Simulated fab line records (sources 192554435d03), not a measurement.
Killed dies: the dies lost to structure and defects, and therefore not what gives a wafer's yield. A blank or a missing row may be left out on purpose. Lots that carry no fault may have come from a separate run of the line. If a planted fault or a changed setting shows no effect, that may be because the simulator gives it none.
Split-lot experiment || flow n5Finfet || on a route of 1938 steps: 7 lots, 39 wafers read

== THE SPLIT ITSELF ==
At N5_DUMMY_GATE_ETCH_31 (etches SiO2 in C4F6/O2, target depth 82.5 nm, time 27.5 s), the setting targetDepthA was moved away from the recipe's 825 angstrom on 12 of the 39 wafers read, by -10.4% to +12.0%. The other wafers ran this setting at the recipe's value.

The reading comes from the split's own step.

== THE READING ==
SOC_of_DUMMY_GATE_COAT_34.thkNm (the simulator's own value, which no gauge read), in nm, at N5_DUMMY_GATE_ETCH_31 (etches SiO2 in C4F6/O2, target depth 82.5 nm, time 27.5 s). The file does not state a usual value for it. Here, 27 wafers ran the recipe; their average is 51.9 nm with a standard deviation of 0.28 nm.

{"wafer": "L074.1", "tool, chamber at the split": "rieDiel-05, 3", "targetDepthA as run, angstrom": 738.8, "against the recipe": "-10.4%", "SOC_of_DUMMY_GATE_COAT_34.thkNm, nm": 52.6, "against lot-mates on the recipe": "+0.8"}
{"wafer": "L074.2", "tool, chamber at the split": "rieDiel-05, 2", "targetDepthA as run, angstrom": 825, "against the recipe": "recipe", "SOC_of_DUMMY_GATE_COAT_34.thkNm, nm": 52, "against lot-mates on the recipe": "-"}
{"wafer": "L074.3", "tool, chamber at the split": "rieDiel-05, 0", "targetDepthA as run, angstrom": 738.8, "against the recipe": "-10.4%", "SOC_of_DUMMY_GATE_COAT_34.thkNm, nm": 52.6, "against lot-mates on the recipe": "+0.8"}
{"wafer": "L074.4", "tool, chamber at the split": "rieDiel-05, 0", "targetDepthA as run, angstrom": 825, "against the recipe": "recipe", "SOC_of_DUMMY_GATE_COAT_34.thkNm, nm": 51.8, "against lot-mates on the recipe": "-"}
{"wafer": "L074.5", "tool, chamber at the split": "rieDiel-05, 3", "targetDepthA as run, angstrom": 825, "against the recipe": "recipe", "SOC_of_DUMMY_GATE_COAT_34.thkNm, nm": 51.6, "against lot-mates on the recipe": "-"}
{"wafer": "L074.6", "tool, chamber at the split": "rieDiel-05, 2", "targetDepthA as run, angstrom": 738.8, "against the recipe": "-10.4%", "SOC_of_DUMMY_GATE_COAT_34.thkNm, nm": 52.6, "against lot-mates on the recipe": "+0.8"}
{"wafer": "L075.1", "tool, chamber at the split": "rieDiel-04, 3", "targetDepthA as run, angstrom": 825, "against the recipe": "recipe", "SOC_of_DUMMY_GATE_COAT_34.thkNm, nm": 51.4, "against lot-mates on the recipe": "-"}
{"wafer": "L075.4", "tool, chamber at the split": "rieDiel-04, 1", "targetDepthA as run, angstrom": 825, "against the recipe": "recipe", "SOC_of_DUMMY_GATE_COAT_34.thkNm, nm": 51.6, "against lot-mates on the recipe": "-"}
{"wafer": "L075.6", "tool, chamber at the split": "rieDiel-04, 0", "targetDepthA as run, angstrom": 825, "against the recipe": "recipe", "SOC_of_DUMMY_GATE_COAT_34.thkNm, nm": 51.6, "against lot-mates on the recipe": "-"}
{"wafer": "L080.1", "tool, chamber at the split": "rieDiel-02, 1", "targetDepthA as run, angstrom": 776.1, "against the recipe": "-5.9%", "SOC_of_DUMMY_GATE_COAT_34.thkNm, nm": 52.4, "against lot-mates on the recipe": "+0.5"}
{"wafer": "L080.2", "tool, chamber at the split": "rieDiel-02, 0", "targetDepthA as run, angstrom": 776.1, "against the recipe": "-5.9%", "SOC_of_DUMMY_GATE_COAT_34.thkNm, nm": 52.2, "against lot-mates on the recipe": "+0.3"}
{"wafer": "L080.3", "tool, chamber at the split": "rieDiel-02, 2", "targetDepthA as run, angstrom": 776.1, "against the recipe": "-5.9%", "SOC_of_DUMMY_GATE_COAT_34.thkNm, nm": 52.4, "against lot-mates on the recipe": "+0.5"}
{"wafer": "L080.4", "tool, chamber at the split": "rieDiel-02, 1", "targetDepthA as run, angstrom": 825, "against the recipe": "recipe", "SOC_of_DUMMY_GATE_COAT_34.thkNm, nm": 52, "against lot-mates on the recipe": "-"}
{"wafer": "L080.5", "tool, chamber at the split": "rieDiel-02, 0", "targetDepthA as run, angstrom": 825, "against the recipe": "recipe", "SOC_of_DUMMY_GATE_COAT_34.thkNm, nm": 52, "against lot-mates on the recipe": "-"}
{"wafer": "L080.6", "tool, chamber at the split": "rieDiel-02, 2", "targetDepthA as run, angstrom": 825, "against the recipe": "recipe", "SOC_of_DUMMY_GATE_COAT_34.thkNm, nm": 51.8, "against lot-mates on the recipe": "-"}
{"wafer": "L081.1", "tool, chamber at the split": "rieDiel-04, 2", "targetDepthA as run, angstrom": 825, "against the recipe": "recipe", "SOC_of_DUMMY_GATE_COAT_34.thkNm, nm": 52.2, "against lot-mates on the recipe": "-"}
{"wafer": "L081.2", "tool, chamber at the split": "rieDiel-04, 1", "targetDepthA as run, angstrom": 825, "against the recipe": "recipe", "SOC_of_DUMMY_GATE_COAT_34.thkNm, nm": 52.4, "against lot-mates on the recipe": "-"}
{"wafer": "L081.3", "tool, chamber at the split": "rieDiel-04, 3", "targetDepthA as run, angstrom": 825, "against the recipe": "recipe", "SOC_of_DUMMY_GATE_COAT_34.thkNm, nm": 51.8, "against lot-mates on the recipe": "-"}
{"wafer": "L081.4", "tool, chamber at the split": "rieDiel-04, 0", "targetDepthA as run, angstrom": 825, "against the recipe": "recipe", "SOC_of_DUMMY_GATE_COAT_34.thkNm, nm": 52.2, "against lot-mates on the recipe": "-"}
{"wafer": "L081.5", "tool, chamber at the split": "rieDiel-04, 2", "targetDepthA as run, angstrom": 825, "against the recipe": "recipe", "SOC_of_DUMMY_GATE_COAT_34.thkNm, nm": 52.4, "against lot-mates on the recipe": "-"}
{"wafer": "L081.6", "tool, chamber at the split": "rieDiel-04, 1", "targetDepthA as run, angstrom": 825, "against the recipe": "recipe", "SOC_of_DUMMY_GATE_COAT_34.thkNm, nm": 52.2, "against lot-mates on the recipe": "-"}
{"wafer": "L082.1", "tool, chamber at the split": "rieDiel-05, 1", "targetDepthA as run, angstrom": 825, "against the recipe": "recipe", "SOC_of_DUMMY_GATE_COAT_34.thkNm, nm": 52, "against lot-mates on the recipe": "-"}
{"wafer": "L082.2", "tool, chamber at the split": "rieDiel-05, 0", "targetDepthA as run, angstrom": 825, "against the recipe": "recipe", "SOC_of_DUMMY_GATE_COAT_34.thkNm, nm": 51.8, "against lot-mates on the recipe": "-"}
{"wafer": "L082.3", "tool, chamber at the split": "rieDiel-05, 3", "targetDepthA as run, angstrom": 825, "against the recipe": "recipe", "SOC_of_DUMMY_GATE_COAT_34.thkNm, nm": 51.8, "against lot-mates on the recipe": "-"}
{"wafer": "L082.4", "tool, chamber at the split": "rieDiel-05, 2", "targetDepthA as run, angstrom": 825, "against the recipe": "recipe", "SOC_of_DUMMY_GATE_COAT_34.thkNm, nm": 51.6, "against lot-mates on the recipe": "-"}
{"wafer": "L082.5", "tool, chamber at the split": "rieDiel-05, 3", "targetDepthA as run, angstrom": 825, "against the recipe": "recipe", "SOC_of_DUMMY_GATE_COAT_34.thkNm, nm": 51.4, "against lot-mates on the recipe": "-"}
{"wafer": "L082.6", "tool, chamber at the split": "rieDiel-05, 0", "targetDepthA as run, angstrom": 825, "against the recipe": "recipe", "SOC_of_DUMMY_GATE_COAT_34.thkNm, nm": 51.6, "against lot-mates on the recipe": "-"}
{"wafer": "L089.1", "tool, chamber at the split": "rieDiel-05, 2", "targetDepthA as run, angstrom": 783.2, "against the recipe": "-5.1%", "SOC_of_DUMMY_GATE_COAT_34.thkNm, nm": 52.2, "against lot-mates on the recipe": "+0.2"}
{"wafer": "L089.2", "tool, chamber at the split": "rieDiel-05, 0", "targetDepthA as run, angstrom": 783.2, "against the recipe": "-5.1%", "SOC_of_DUMMY_GATE_COAT_34.thkNm, nm": 52.4, "against lot-mates on the recipe": "+0.4"}
{"wafer": "L089.3", "tool, chamber at the split": "rieDiel-05, 3", "targetDepthA as run, angstrom": 825, "against the recipe": "recipe", "SOC_of_DUMMY_GATE_COAT_34.thkNm, nm": 51.8, "against lot-mates on the recipe": "-"}
{"wafer": "L089.4", "tool, chamber at the split": "rieDiel-05, 1", "targetDepthA as run, angstrom": 825, "against the recipe": "recipe", "SOC_of_DUMMY_GATE_COAT_34.thkNm, nm": 52.2, "against lot-mates on the recipe": "-"}
{"wafer": "L089.5", "tool, chamber at the split": "rieDiel-05, 2", "targetDepthA as run, angstrom": 825, "against the recipe": "recipe", "SOC_of_DUMMY_GATE_COAT_34.thkNm, nm": 52, "against lot-mates on the recipe": "-"}
{"wafer": "L089.6", "tool, chamber at the split": "rieDiel-05, 1", "targetDepthA as run, angstrom": 783.2, "against the recipe": "-5.1%", "SOC_of_DUMMY_GATE_COAT_34.thkNm, nm": 52.6, "against lot-mates on the recipe": "+0.6"}
{"wafer": "L090.1", "tool, chamber at the split": "rieDiel-05, 3", "targetDepthA as run, angstrom": 825, "against the recipe": "recipe", "SOC_of_DUMMY_GATE_COAT_34.thkNm, nm": 51.6, "against lot-mates on the recipe": "-"}
{"wafer": "L090.2", "tool, chamber at the split": "rieDiel-05, 2", "targetDepthA as run, angstrom": 924, "against the recipe": "+12.0%", "SOC_of_DUMMY_GATE_COAT_34.thkNm, nm": 50.6, "against lot-mates on the recipe": -1.1}
{"wafer": "L090.3", "tool, chamber at the split": "rieDiel-05, 0", "targetDepthA as run, angstrom": 924, "against the recipe": "+12.0%", "SOC_of_DUMMY_GATE_COAT_34.thkNm, nm": 50.6, "against lot-mates on the recipe": -1.1}
{"wafer": "L090.4", "tool, chamber at the split": "rieDiel-05, 1", "targetDepthA as run, angstrom": 825, "against the recipe": "recipe", "SOC_of_DUMMY_GATE_COAT_34.thkNm, nm": 51.8, "against lot-mates on the recipe": "-"}
{"wafer": "L090.5", "tool, chamber at the split": "rieDiel-05, 2", "targetDepthA as run, angstrom": 825, "against the recipe": "recipe", "SOC_of_DUMMY_GATE_COAT_34.thkNm, nm": 51.6, "against lot-mates on the recipe": "-"}
{"wafer": "L090.6", "tool, chamber at the split": "rieDiel-05, 1", "targetDepthA as run, angstrom": 924, "against the recipe": "+12.0%", "SOC_of_DUMMY_GATE_COAT_34.thkNm, nm": 51, "against lot-mates on the recipe": -0.7}

FIT RESULTS
A straight line over all 39 wafers: SOC_of_DUMMY_GATE_COAT_34.thkNm changes by -0.0858 nm for each +1% of targetDepthA; r = -0.86; the points scatter about the line by 0.26 nm.
The same after taking each lot's own level away (the mean of its wafers on the recipe; 39 wafers): -0.0764 nm for each +1%; r = -0.92; scatter 0.16 nm.
Per that fit: largest targetDepthA move, reading shift of 0.92 nm.
Measured against the standard deviation above, the lots' own levels, which go from 51.53 to 52.20 nm, span 2.4 times it.
Hence the slope depends on the lot-to-lot level, as the two fits are not the same.
Check: for one of the wafers moved furthest among these (+12.0%), held out of the fit, the line's prediction against its lot-mates is -0.885 nm. It came out at -1.07 nm against them.

== OTHER SPLITS APPLIED TO THESE WAFERS ==
These wafers also went through other splits before the reading. Each is held against what the fit with the lots' levels taken away leaves over:
{"other split on the same wafers": "N5_DUMMY_GATE_EXPOSE_12 doseMj", "wafers away from the commonest value": 15, "r with SOC_of_DUMMY_GATE_COAT_34.thkNm (lot level and that fit taken away)": "+0.01"}

== THE WHOLE CHAIN: every reading that the file lists as answering this split, in the file's order ==
{"step": "N5_DUMMY_GATE_ETCH_31", "what it does": "etches SiO2 in C4F6/O2, target depth 82.5 nm, time 27.5 s", "reading": "etch.depthNm (the simulator's own value, which no gauge read)", "change (the file's fit)": "+0.834 nm for each +1% of the setting", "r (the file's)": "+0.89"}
{"step": "N5_DUMMY_GATE_ETCH_31", "what it does": "etches SiO2 in C4F6/O2, target depth 82.5 nm, time 27.5 s", "reading": "SOC_of_DUMMY_GATE_COAT_34.thkNm (the simulator's own value, which no gauge read)", "change (the file's fit)": "-0.0763 nm for each +1% of the setting", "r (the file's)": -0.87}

== FILE'S OWN FIT ==
SOC_of_DUMMY_GATE_COAT_34.thkNm changes by -0.0763 nm for each +1% of targetDepthA, r = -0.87.
